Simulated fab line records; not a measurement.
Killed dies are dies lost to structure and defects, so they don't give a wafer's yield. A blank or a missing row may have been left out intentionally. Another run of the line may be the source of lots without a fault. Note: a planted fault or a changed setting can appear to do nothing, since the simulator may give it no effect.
fab line records	flow n5_finfet
record: lots: 7	wafers: 39
route steps=1938 shown BEOL_M7@1263 BEOL_M10@1488 BEOL_M15@1787 MIM_BOT_ETCH@1866
start_h: start of the lot's first displayed wafer, in hours after the record's first day	wait_h: time in hours since the lot's previous step	" repeats the value in the row above	L1.1+2: a single row standing in for several wafers	- no value, or no start was given	* or withheld: withheld	< > ~ a bound
route shown NAME@n: NAME is a module with steps in the file, n the number in the route of the first one	usual: mean/standard deviation taken from wafers without a fault	same: alike in all rows	chamber/n: place in a boat	sites: per-site readings	_std_site: the standard deviation of these	_edge_site: inner sites' mean taken away from outer sites' mean	radius_mm: for every site, how far away it sits from the centre of the wafer	mask NAME#n: copy n	behind: the most recent tool/chamber to have shaped the wafer	hold: what put the lot on hold/how long, in hours/how the hold closed	device: the n, p or np transistor that did not switch	end of line: tests run on the same wafers once the route is complete	a step with no rows: only its recipe	killed: count of dies lost to structure and defects at first sort (not the wafer's yield)	map: shows each die of a wafer: x if killed, . if not, _ if none is there
set.NAME: the setting as run; set.NAME@STEP: as run at that earlier step	model.NAME: the simulator's own value behind a step, which no gauge read
lots with deliberately changed settings; one table per step, one row per wafer
== steps ==
step: N5_BEOL_M7_ILD_DEP_00
recipe: material: SiCOH_lowk	target_thk_a: 1797.5	temp_c: 300	precursor: DEMS/porogen	pressure_torr: 5	rf_w: 500	time_s: 33.4
lot.wafer	tool	chamber	start_h	wait_h	set.target_thk_a	model.SiCOH_lowk_of_BEOL_M7_ILD_DEP_00.thk_nm
L081.1	pecvd-01	0	247.30	0.0	1797.5	180.4
L081.2	"	1	"	"	1797.5	180
L081.3	"	2	"	"	1797.5	178.2
L081.4	"	0	"	"	1797.5	184
L081.5	"	2	"	"	1797.5	182.6
L081.6	"	1	"	"	1797.5	182.4
L084.1	pecvd-01	0	250.35	0.0	1797.5	180.8
L084.2	"	2	"	"	1797.5	179.4
L084.3	"	1	"	"	2248	226.2
L084.4	"	2	"	"	2248	227.6
L084.5	"	0	"	"	1797.5	183.8
L084.6	"	1	"	"	2248	227.8
L090.2	pecvd-01	1	285.87	0.0	1797.5	179
L090.4	"	1	"	"	1797.5	182.8
L090.6	"	0	"	"	1797.5	182.2
L092.1	pecvd-01	1	295.27	0.0	1797.5	180.6
L092.2	"	2	"	"	1797.5	179.2
L092.3	"	0	"	"	2722	269.4
L092.4	"	2	"	"	1797.5	182.2
L092.5	"	1	"	"	2722	276.6
L092.6	"	0	"	"	2722	274.8
L095.1	pecvd-03	1	320.17	0.0	1268	123.4
L095.2	"	2	"	"	1797.5	176.4
L095.3	"	0	"	"	1797.5	178.8
L095.4	"	0	"	"	1268	127.4
L095.5	"	2	"	"	1797.5	180.4
L095.6	"	1	"	"	1268	124.6
L093.1	pecvd-01	2	320.85	0.0	1797.5	180.2
L093.2	"	0	"	"	1797.5	177.4
L093.3	"	1	"	"	1797.5	179.6
L093.4+6	"	2,1	"	"	1037	105.2
L093.5	"	0	"	"	1037	104.8
L096.1	pecvd-01	1	335.09	0.0	1797.5	181
L096.2	"	2	"	"	821.4	83.8
L096.3	"	0	"	"	1797.5	179
L096.4	"	0	"	"	821.4	82.8
L096.5	"	1	"	"	821.4	86.6
L096.6	"	2	"	"	1797.5	184.6
step: N5_BEOL_M7_CURE_74
recipe: temp_c: 385	time_s: 240	ambient: He/Ar	material: SiCOH_lowk
lot.wafer	tool	chamber	start_h	wait_h	set.target_thk_a@BEOL_M7_ILD_DEP_00	model.SiCOH_lowk_of_BEOL_M7_ILD_DEP_00.thk_nm
L081.1	uv_cure-01	0	247.37	0.0	1797.5	155.6
L081.2	"	0	"	"	1797.5	155.2
L081.3	"	0	"	"	1797.5	153.8
L081.4	"	0	"	"	1797.5	158.6
L081.5+6	"	0	"	"	1797.5	157.4
L084.1	uv_cure-01	0	250.42	0.0	1797.5	156
L084.2	"	0	"	"	1797.5	154.6
L084.3	"	0	"	"	2248	195.6
L084.4	"	0	"	"	2248	196.8
L084.5	"	0	"	"	1797.5	158.6
L084.6	"	0	"	"	2248	197
L090.2	uv_cure-02	1	286.02	0.1	1797.5	154.4
L090.4	"	1	"	"	1797.5	157.8
L090.6	"	1	"	"	1797.5	157.2
L092.1	uv_cure-01	1	295.33	0.0	1797.5	155.8
L092.2	"	1	"	"	1797.5	154.6
L092.3	"	1	"	"	2722	233.4
L092.4	"	1	"	"	1797.5	157.2
L092.5	"	1	"	"	2722	239.8
L092.6	"	1	"	"	2722	238.2
L095.1	uv_cure-02	2	320.24	0.0	1268	106
L095.2	"	2	"	"	1797.5	152
L095.3	"	2	"	"	1797.5	154
L095.4	"	2	"	"	1268	109.6
L095.5	"	2	"	"	1797.5	155.6
L095.6	"	2	"	"	1268	107
L093.1	uv_cure-01	1	320.91	0.0	1797.5	155.4
L093.2	"	1	"	"	1797.5	153
L093.3	"	1	"	"	1797.5	154.8
L093.4+6	"	1	"	"	1037	90.4
L093.5	"	1	"	"	1037	90
L096.1	uv_cure-01	2	335.16	0.0	1797.5	156
L096.2	"	2	"	"	821.4	71.8
L096.3	"	2	"	"	1797.5	154.4
L096.4	"	2	"	"	821.4	71
L096.5	"	2	"	"	821.4	74.2
L096.6	"	2	"	"	1797.5	159.2
step: N5_BEOL_M7_THK_MEAS_01
recipe: reads: SiCOH_lowk_of_BEOL_M7_ILD_DEP_00
usual: M7_ILD_THK: 154.6/2.2
lot.wafer	tool	chamber	start_h	wait_h	set.target_thk_a@BEOL_M7_ILD_DEP_00	M7_ILD_THK[nm]
L081.1	film_metro-02	-	247.88	0.4	1797.5	155.6
L081.2	"	-	"	"	1797.5	155.1
L081.3	"	-	"	"	1797.5	153.8
L081.4	"	-	"	"	1797.5	158.6
L081.5	"	-	"	"	1797.5	157.6
L081.6	"	-	"	"	1797.5	157.4
L084.1	film_metro-02	-	250.93	0.4	1797.5	155.8
L084.2	"	-	"	"	1797.5	154.6
L084.3	"	-	"	"	2248	195.6
L084.4	"	-	"	"	2248	196.9
L084.5	"	-	"	"	1797.5	158.6
L084.6	"	-	"	"	2248	197.1
L090.2	film_metro-02	-	286.45	0.4	1797.5	154.4
L090.4	"	-	"	"	1797.5	157.7
L090.6	"	-	"	"	1797.5	157.2
L092.1	film_metro-01	-	295.84	0.4	1797.5	155.7
L092.2	"	-	"	"	1797.5	154.6
L092.3	"	-	"	"	2722	233.4
L092.4	"	-	"	"	1797.5	157.1
L092.5	"	-	"	"	2722	239.8
L092.6	"	-	"	"	2722	238.2
L095.1	film_metro-01	-	321.23	0.8	1268	106.1
L095.2	"	-	"	"	1797.5	152.1
L095.3	"	-	"	"	1797.5	154.1
L095.4	"	-	"	"	1268	109.6
L095.5	"	-	"	"	1797.5	155.7
L095.6	"	-	"	"	1268	107.1
L093.1	film_metro-01	-	321.42	0.4	1797.5	155.4
L093.2	"	-	"	"	1797.5	153.0
L093.3	"	-	"	"	1797.5	154.8
L093.4	"	-	"	"	1037	90.3
L093.5	"	-	"	"	1037	90.0
L093.6	"	-	"	"	1037	90.3
L096.1	film_metro-01	-	335.67	0.4	1797.5	156.1
L096.2	"	-	"	"	821.4	71.8
L096.3	"	-	"	"	1797.5	154.3
L096.4	"	-	"	"	821.4	71.0
L096.5	"	-	"	"	821.4	74.2
L096.6	"	-	"	"	1797.5	159.2
step: N5_BEOL_M10_ETCH_62
recipe: chemistry: N2/H2	target: SOC	target_depth_a: 1100	overetch_a: 220	mask_material: SiARC	temp_c: 40	time_s: 165	ion_energy_ev: 200	pressure_mtorr: 30	source_w: 840	bias_w: 150	n2_flow_sccm: 200	h2_flow_sccm: 200
lot.wafer	tool	chamber	start_h	wait_h	set.time_s	model.etch.depth_nm	model.SiARC_of_BEOL_M10_COAT_60.thk_nm
L081.1	rie_diel-06	3	275.25	0.0	261.9	100.2	19.6
L081.2	"	0	"	"	165	100	23.8
L081.3	"	2	"	"	165	99.94	23.4
L081.4	"	1	"	"	165	99.88	23.8
L081.5	"	3	"	"	261.9	100.4	19.6
L081.6	"	2	"	"	261.9	99.98	19.6
L084.1	rie_diel-06	0	281.49	0.0	165	99.9	23.8
L084.2	"	1	"	"	165	100.2	23.6
L084.3	"	3	"	"	165	100.6	23.2
L084.4	"	2	"	"	87.49	68.48	26.4
L084.5	"	1	"	"	87.49	67.92	26.4
L084.6	"	0	"	"	87.49	66.8	26.6
L090.2	rie_diel-06	2	320.49	0.0	165	99.74	23.6
L090.4	"	3	"	"	165	99.45	23.4
L090.6	"	1	"	"	165	99.48	23.6
L092.1	rie_diel-05	2	328.66	0.0	113.9	91.22	25.4
L092.2	"	0	"	"	165	99.52	23
L092.3	"	1	"	"	113.9	94.14	25.2
L092.4	"	1	"	"	165	99.54	23.2
L092.5	"	2	"	"	165	99.67	23.4
L092.6	"	0	"	"	113.9	95.03	25.2
L095.1	rie_diel-01	3	353.15	0.0	165	99.89	23.4
L095.2	"	2	"	"	165	100.3	23.4
L095.3	"	1	"	"	165	100.1	23.4
L095.4	"	0	"	"	165	100.2	23.4
L095.5	"	0	"	"	165	99.92	23.2
L095.6	"	1	"	"	165	99.83	23.4
L093.1	rie_diel-05	3	353.27	0.0	191.2	100.3	22.6
L093.2+6	"	2,3	"	"	165	100.3	23.6
L093.3	"	1	"	"	191.2	100	22.4
L093.4	"	0	"	"	191.2	100.4	22.4
L093.5	"	0	"	"	165	100.4	23.6
L096.1	rie_diel-06	2	366.43	0.0	127.1	99.54	25
L096.2	"	0	"	"	127.1	97.25	25.2
L096.3	"	3	"	"	165	99.39	23.4
L096.4	"	1	"	"	127.1	99.32	25
L096.5	"	2	"	"	165	100.1	23.4
L096.6	"	3	"	"	165	99.59	23.4
step: N5_BEOL_M15_ETCH_59
recipe: chemistry: N2/H2	target: BARC	target_depth_a: 890	overetch_a: 267	time_s: 67.9	ion_energy_ev: 200	pressure_mtorr: 30	source_w: 840	bias_w: 150	n2_flow_sccm: 200	h2_flow_sccm: 200
lot.wafer	tool	chamber	start_h	wait_h	set.time_s	model.coat_of_BEOL_M15_COAT_04.thk_nm	model.etch.depth_nm
L081.1	rie_diel-02	3	320.72	0.0	67.9	718.2	89.41
L081.2	"	2	"	"	67.9	717.6	89.15
L081.3	"	0	"	"	67.9	718.6	89.29
L081.4	"	1	"	"	67.9	719.2	89.5
L081.5	"	3	"	"	67.9	721.2	89.13
L081.6	"	0	"	"	67.9	720.4	89.26
L084.1	rie_diel-02	0	322.15	0.0	41.27	748.4	69.54
L084.2	"	2	"	"	67.9	720.4	88.8
L084.3	"	3	"	"	41.27	745.2	72.77
L084.4	"	1	"	"	67.9	726.4	88.28
L084.5	"	1	"	"	41.27	747.2	68.31
L084.6	"	0	"	"	67.9	722.8	88.89
L090.2	rie_diel-03	3	363.66	0.0	67.9	720	88.88
L090.4	"	0	"	"	67.9	718.4	89.04
L090.6	"	0	"	"	67.9	714.8	88.75
L092.1	rie_diel-02	3	366.61	0.0	55.27	727.4	88.65
L092.2	"	0	"	"	55.27	730.4	88.57
L092.3	"	1	"	"	55.27	725.8	88.89
L092.4	"	2	"	"	67.9	713.2	88.88
L092.5	"	0	"	"	67.9	714.6	88.39
L092.6	"	1	"	"	67.9	714.4	88.72
L095.1	rie_diel-03	0	391.78	0.0	38.17	750.4	65.5
L095.2	"	3	"	"	38.17	751.6	64.7
L095.3	"	1	"	"	38.17	751.4	66.21
L095.4	"	2	"	"	67.9	720	89.56
L095.5	"	3	"	"	67.9	725.4	89.82
L095.6	"	0	"	"	67.9	720.4	89.61
L093.1	rie_diel-03	1	392.63	0.0	67.9	716.8	89.67
L093.2	"	3	"	"	67.9	717.2	89.38
L093.3	"	0	"	"	29.31	754.2	50.67
L093.4	"	2	"	"	67.9	715	89.61
L093.5	"	1	"	"	29.31	755.2	50.63
L093.6	"	2	"	"	29.31	755	52.07
L096.1	rie_diel-03	0	400.82	0.0	67.9	716.8	89.01
L096.2	"	2	"	"	67.9	714.8	88.79
L096.3	"	1	"	"	54.38	730.6	89.05
L096.4	"	3	"	"	54.38	730.4	89.31
L096.5	"	3	"	"	67.9	719.8	88.89
L096.6	"	0	"	"	54.38	729.4	88.84
step: N5_BEOL_M15_VIA_ETCH_16
recipe: chemistry: C4F8/O2/Ar	target: SiO2	he_inner_torr: 15	he_outer_torr: 30	target_depth_a: 17922	time_s: withheld	ion_energy_ev: 800	pressure_mtorr: 20	source_w: 1905	bias_w: 2040	Ar_flow_sccm: 400	C4F8_flow_sccm: 16	O2_flow_sccm: 12	ends: cleared
lot.wafer	tool	chamber	start_h	wait_h	set.time_s@BEOL_M15_ETCH_59	model.coat_of_BEOL_M15_COAT_04.thk_nm
L081.1	rie_diel-02	3	320.77	0.0	*	332.8
L081.2	"	2	"	"	*	325.4
L081.3	"	0	"	"	*	322.6
L081.4	"	1	"	"	*	334.4
L081.5	"	3	"	"	*	334.8
L081.6	"	0	"	"	*	315.8
L084.1	rie_diel-02	0	322.20	0.0	*	349.4
L084.2	"	2	"	"	*	332.8
L084.3	"	3	"	"	*	370
L084.4	"	1	"	"	*	340.6
L084.5	"	1	"	"	*	355.4
L084.6	"	0	"	"	*	321.2
L090.2	rie_diel-03	3	363.71	0.0	*	346.2
L090.4	"	0	"	"	*	334
L090.6	"	0	"	"	*	331.4
L092.1	rie_diel-02	3	366.66	0.0	*	352.2
L092.2	"	0	"	"	*	341.8
L092.3	"	1	"	"	*	350.2
L092.4	"	2	"	"	*	325
L092.5	"	0	"	"	*	315.4
L092.6	"	1	"	"	*	329.6
L095.1	rie_diel-03	0	391.83	0.0	*	368
L095.2	"	3	"	"	*	381.2
L095.3	"	1	"	"	*	379.6
L095.4	"	2	"	"	*	334
L095.5	"	3	"	"	*	347.6
L095.6	"	0	"	"	*	337.4
L093.1	rie_diel-03	1	392.68	0.0	*	342.2
L093.2	"	3	"	"	*	347
L093.3	"	0	"	"	*	377
L093.4	"	2	"	"	*	321
L093.5	"	1	"	"	*	380
L093.6	"	2	"	"	*	360.2
L096.1	rie_diel-03	0	400.87	0.0	*	331.6
L096.2	"	2	"	"	*	327.6
L096.3	"	1	"	"	*	362.2
L096.4	"	3	"	"	*	346
L096.5	"	3	"	"	*	332
L096.6	"	0	"	"	*	344.8
step: N5_BEOL_M15_STRIP_63
recipe: chemistry: O2	power_w: 600	temp_c: 60	pressure_mtorr: 30	rf_frequency_hz: 6e+07	bias_power_w: 0	overash_fraction: 0.3	o2_flow_sccm: 225
step: N5_BEOL_M15_STRIP_64
recipe: chemistry: O2	power_w: 600	temp_c: 60	pressure_mtorr: 30	rf_frequency_hz: 6e+07	bias_power_w: 0	overash_fraction: 0.3	o2_flow_sccm: 225
step: N5_BEOL_M15_STRIP_65
recipe: chemistry: post_etch_residue_remover	time_s: 60	temp_c: 25	remover_ph: withheld	remover_water_wt_pct: withheld	remover_fluoride_wt_pct: withheld
step: N5_BEOL_M15_SRD_66
recipe: time_s: 30	temp_c: 23	rinse_liquid: diw	dry: n2_spin	spin_rpm: 1500	dry_time_s: 30
step: N5_BEOL_M15_CD_MEAS_17
recipe: target_cd_nm: 360	polarity: opening
usual: cd_nm: 359.8/2.1
lot.wafer	tool	chamber	start_h	wait_h	set.time_s@BEOL_M15_ETCH_59	cd_nm
L081.1	cd_sem-02	-	321.18	0.0	67.9	359.6
L081.2	"	-	"	"	67.9	362.2
L081.3	"	-	"	"	67.9	363.3
L081.4	"	-	"	"	67.9	361.7
L081.5	"	-	"	"	67.9	362.4
L081.6	"	-	"	"	67.9	364.7
L084.1	cd_sem-03	-	322.61	0.0	41.27	357.8
L084.2	"	-	"	"	67.9	361.9
L084.3	"	-	"	"	41.27	355.3
L084.4	"	-	"	"	67.9	-
L084.5	"	-	"	"	41.27	-
L084.6	"	-	"	"	67.9	-
L090.2	cd_sem-02	-	364.12	0.0	67.9	356.5
L090.4	"	-	"	"	67.9	359.0
L090.6	"	-	"	"	67.9	359.7
L092.1	cd_sem-03	-	367.07	0.0	55.27	355.5
L092.2	"	-	"	"	55.27	358.2
L092.3	"	-	"	"	55.27	359.0
L092.4	"	-	"	"	67.9	360.7
L092.5	"	-	"	"	67.9	360.8
L092.6	"	-	"	"	67.9	361.1
L095.1	cd_sem-02	-	392.24	0.0	38.17	351.0
L095.2	"	-	"	"	38.17	351.8
L095.3	"	-	"	"	38.17	351.4
L095.4	"	-	"	"	67.9	358.8
L095.5	"	-	"	"	67.9	359.0
L095.6	"	-	"	"	67.9	359.0
L093.1	cd_sem-02	-	393.10	0.0	67.9	357.7
L093.2	"	-	"	"	67.9	357.1
L093.3	"	-	"	"	29.31	350.1
L093.4	"	-	"	"	67.9	357.7
L093.5	"	-	"	"	29.31	351.3
L093.6	"	-	"	"	29.31	350.1
L096.1	cd_sem-02	-	401.28	0.0	67.9	357.8
L096.2	"	-	"	"	67.9	355.7
L096.3	"	-	"	"	54.38	356.7
L096.4	"	-	"	"	54.38	356.2
L096.5	"	-	"	"	67.9	361.2
L096.6	"	-	"	"	54.38	355.8
step: N5_MIM_BOT_ETCH_ETCH_04
recipe: chemistry: CF4/O2	target: SiNx	target_depth_a: 260	time_s: 13	ion_energy_ev: 100	pressure_mtorr: 40	source_w: 535	bias_w: 49	Ar_flow_sccm: 100	cf4_flow_sccm: 100	O2_flow_sccm: 10
lot.wafer	tool	chamber	start_h	wait_h	set.time_s	model.etch.depth_nm	model.MIM_BOT_ETCH.cd_offset_nm
L081.1	rie_diel-06	1	332.34	0.0	13	25.73	0
L081.2	"	0	"	"	13	25.48	0
L081.3	"	2	"	"	13	25.44	0
L081.4	"	3	"	"	9.731	19.72	0.4
L081.5	"	2	"	"	9.731	18.99	0.2
L081.6	"	3	"	"	9.731	19.8	0.4
L084.1	rie_diel-05	2	335.14	0.0	20.67	41.04	-0.6
L084.2	"	1	"	"	20.67	42.49	-0.6
L084.3	"	0	"	"	13	26.84	0
L084.4	"	0	"	"	20.67	43.03	-0.6
L084.5	"	1	"	"	13	26.55	0.2
L084.6	"	2	"	"	13	25.91	-0.2
L090.2	rie_diel-01	2	375.14	0.0	13	25.52	0
L090.4	"	1	"	"	13	25.21	0
L090.6	"	3	"	"	13	27.06	0
L092.1	rie_diel-01	0	387.02	0.0	13	26.3	0
L092.2	"	3	"	"	20.49	41.98	-0.8
L092.3	"	2	"	"	20.49	40.41	-0.6
L092.4	"	1	"	"	13	25.05	0
L092.5	"	3	"	"	13	27.06	0
L092.6	"	2	"	"	20.49	40.18	-0.6
L095.1	rie_diel-01	3	401.19	0.0	13	26.66	0
L095.2	"	1	"	"	13	25.07	0
L095.3	"	0	"	"	10.83	21.91	0.2
L095.4	"	3	"	"	10.83	22.34	0.2
L095.5	"	0	"	"	13	26.21	0
L095.6	"	1	"	"	10.83	20.91	0.2
L093.1	rie_diel-01	0	405.76	0.0	13	26.84	0
L093.2	"	1	"	"	13	25.51	0
L093.3	"	3	"	"	13	27.02	0
L093.4	"	1	"	"	13	25.69	0
L093.5	"	3	"	"	13	27.2	0
L093.6	"	0	"	"	13	26.54	0
L096.1	rie_diel-01	1	411.58	0.0	13	25.6	0
L096.2	"	0	"	"	13	26.51	0
L096.3	"	3	"	"	13	26.82	0
L096.4	"	1	"	"	13	25.56	0
L096.5	"	0	"	"	13	26.59	0
L096.6	"	3	"	"	13	26.9	0
== key ==
split: step: N5_BEOL_M7_ILD_DEP_00	setting: target_thk_a	stated: 1797.5	by: wafer
response: step: N5_BEOL_M7_ILD_DEP_00	reading: model.SiCOH_lowk_of_BEOL_M7_ILD_DEP_00.thk_nm	change: +1.79	per: 1%	r: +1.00
response: step: N5_BEOL_M7_CURE_74	reading: model.SiCOH_lowk_of_BEOL_M7_ILD_DEP_00.thk_nm	change: +1.56	per: 1%	r: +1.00
response: step: N5_BEOL_M7_THK_MEAS_01	reading: M7_ILD_THK	change: +1.56	per: 1%	r: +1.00
split: step: N5_BEOL_M10_ETCH_62	setting: time_s	stated: 165	by: wafer
response: step: N5_BEOL_M10_ETCH_62	reading: model.etch.depth_nm	shape: bent	at_lowest: 67.74	at_stated: 99.93	at_highest: 100.2
response: step: N5_BEOL_M10_ETCH_62	reading: model.SiARC_of_BEOL_M10_COAT_60.thk_nm	change: -0.0672	per: 1%	r: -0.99
split: step: N5_BEOL_M15_ETCH_59	setting: time_s	stated: 67.9	by: wafer
response: step: N5_BEOL_M15_ETCH_59	reading: model.coat_of_BEOL_M15_COAT_04.thk_nm	change: -0.661	per: 1%	r: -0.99
response: step: N5_BEOL_M15_ETCH_59	reading: model.etch.depth_nm	change: +0.533	per: 1%	r: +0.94
response: step: N5_BEOL_M15_VIA_ETCH_16	reading: model.coat_of_BEOL_M15_COAT_04.thk_nm	change: -0.747	per: 1%	r: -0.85
response: step: N5_BEOL_M15_CD_MEAS_17	reading: cd_nm	change: +0.14	per: 1%	r: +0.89
split: step: N5_MIM_BOT_ETCH_ETCH_04	setting: time_s	stated: 13	by: wafer
response: step: N5_MIM_BOT_ETCH_ETCH_04	reading: model.etch.depth_nm	change: +0.259	per: 1%	r: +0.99
response: step: N5_MIM_BOT_ETCH_ETCH_04	reading: model.MIM_BOT_ETCH.cd_offset_nm	change: -0.0111	per: 1%	r: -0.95
